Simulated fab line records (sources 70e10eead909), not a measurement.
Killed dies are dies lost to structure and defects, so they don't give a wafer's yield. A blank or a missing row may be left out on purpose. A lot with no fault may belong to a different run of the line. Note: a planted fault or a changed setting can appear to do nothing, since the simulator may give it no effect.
Matching of chambers    flow nandHarc    aldHk-04 running NHARC_A_CHANNEL_FILL_D2_ALD_16: 4 sister chambers
The step deposits SiO2, target thk 1.5 nm, pulse time 10 s, ald cycles 15. 14 wafers are shown with their chamber, then 7 later ones without.

WAFERS WITH THEIR CHAMBER
wafer   chamber  heaterPowerW (W)  precursorPulseHeightRel
L074.1  2        492               0.992
L074.2  0        451               1.027
L074.6  0        446               1.006
L077.1  3        571               0.996
L077.5  0        445               1.007
L077.6  1        474               1.032
L079.2  0        436               1.017
L079.5  1        471               0.953
L079.6  2        492               0.985
L081.1  2        504               0.970
L081.3  0        451               0.990
L081.6  2        500               0.996
L086.1  1        481               0.976
L086.2  3        569               1.001

SIGNATURES, as means of the wafers listed above
reading                  chamber 0  chamber 1  chamber 2  chamber 3  scatter within a chamber
heaterPowerW             445.80     475.33     497.00     570.00     5.6
precursorPulseHeightRel  1.00940    0.98700    0.98575    0.99850    0.0211
Rule: for a wafer and a chamber, the distance is found by dividing, reading by reading, the gap between the wafer's reading and the chamber's mean by the reading's scatter, squaring, summing and taking the root. The wafer belongs to the nearest chamber; if the next one is less than 2 further off, it can't be placed. The scatter: take each reading less its chamber's mean, square it, sum over the shown wafers, divide by the number of wafers less the number of chambers, and take the root.

WAFERS MISSING THEIR CHAMBER
wafer   heaterPowerW (W)  precursorPulseHeightRel
L086.3  447               0.982
L096.1  445               1.017
L096.3  494               1.042
L096.6  501               1.019
L097.1  444               1.023
L097.2  496               0.995
L097.4  487               0.990

CHAMBER TAKEN BY EACH
wafer   from the rows above      in truth
L086.3  0                        0
L096.1  0                        0
L096.3  can't be placed: 2 or 1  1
L096.6  2                        2
L097.1  0                        0
L097.2  2                        2
L097.4  can't be placed: 2 or 1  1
Correct placement for 5 of the 7. From these rows, 2 cannot be placed; in 2 the true chamber is one of the candidates. 0 placed wrongly.
